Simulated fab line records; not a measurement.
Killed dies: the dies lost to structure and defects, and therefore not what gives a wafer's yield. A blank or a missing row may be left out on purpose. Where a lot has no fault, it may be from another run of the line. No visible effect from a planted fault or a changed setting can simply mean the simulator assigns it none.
Chamber matching    flow n5 finfet    N5_GATE_CUT_STRIP_59 on rie diel-01: 4 sister chambers
The step strips in N2/H2, time 20 s. 18 wafers are shown with their chamber, then 9 later ones without.

== WAFERS WITH THEIR CHAMBER ==
wafer   chamber  showerhead plenum p Torr (Torr)  drypump motor current A (A)  throttle valve pct (%)
L075.1  1        3.41                             5.7                          12.06
L075.2  3        3.44                             5.5                          11.91
L075.3  0        3.58                             5.8                          12.04
L075.4  2        3.29                             4.9                          11.76
L075.5  2        3.29                             4.9                          11.75
L075.6  1        3.41                             5.7                          12.07
L076.3  1        3.41                             5.7                          12.07
L076.5  1        3.41                             5.7                          12.07
L076.6  0        3.58                             5.8                          12.03
L078.1  3        3.44                             5.5                          11.88
L078.4  1        3.40                             5.7                          12.06
L078.5  2        3.29                             4.9                          11.80
L079.1  3        3.44                             5.6                          11.92
L079.4  0        3.57                             5.8                          12.04
L079.6  0        3.57                             5.8                          12.04
L082.1  3        3.44                             5.5                          11.92
L082.4  2        3.29                             4.9                          11.80
L082.6  2        3.29                             4.9                          11.80

SIGNATURES (averages over the wafers above)
reading                   chamber 0  chamber 1  chamber 2  chamber 3  scatter within a chamber
showerhead plenum p Torr  3.5750     3.4080     3.2900     3.4400     0.00359
drypump motor current A   5.800      5.700      4.900      5.525      0.0231
throttle valve pct        12.0375    12.0660    11.7820    11.9075    0.0164
Rule: a wafer's distance from a chamber is the root of the sum, over the readings, of the square of ((its reading less the chamber's mean) divided by the reading's scatter). If the next closest chamber is less than 2 further off than the closest, the wafer can't be placed; otherwise it belongs to the closest. How the scatter is found: for the shown wafers, subtract from each reading the mean of its chamber, square and add these, divide the total by (wafers less chambers), then take the root.

== WAFERS WITH NO CHAMBER GIVEN ==
wafer   showerhead plenum p Torr (Torr)  drypump motor current A (A)  throttle valve pct (%)
L089.1  3.43                             5.5                          11.95
L089.4  3.56                             5.8                          12.11
L089.6  3.56                             5.8                          12.10
L092.2  3.39                             5.7                          12.14
L092.4  3.28                             4.9                          11.83
L092.5  3.56                             5.8                          12.14
L093.1  3.43                             5.5                          11.97
L093.5  3.28                             4.9                          11.84
L093.6  3.39                             5.6                          12.14

== THE CHAMBER EACH PASSED THROUGH ==
wafer   from the rows above  in truth
L089.1  3                    3
L089.4  0                    0
L089.6  0                    0
L092.2  1                    1
L092.4  2                    2
L092.5  0                    0
L093.1  3                    3
L093.5  2                    2
L093.6  1                    1
Correct placement for 9 of the 9. Can't be placed from these rows: 0. Placed wrongly: 0.
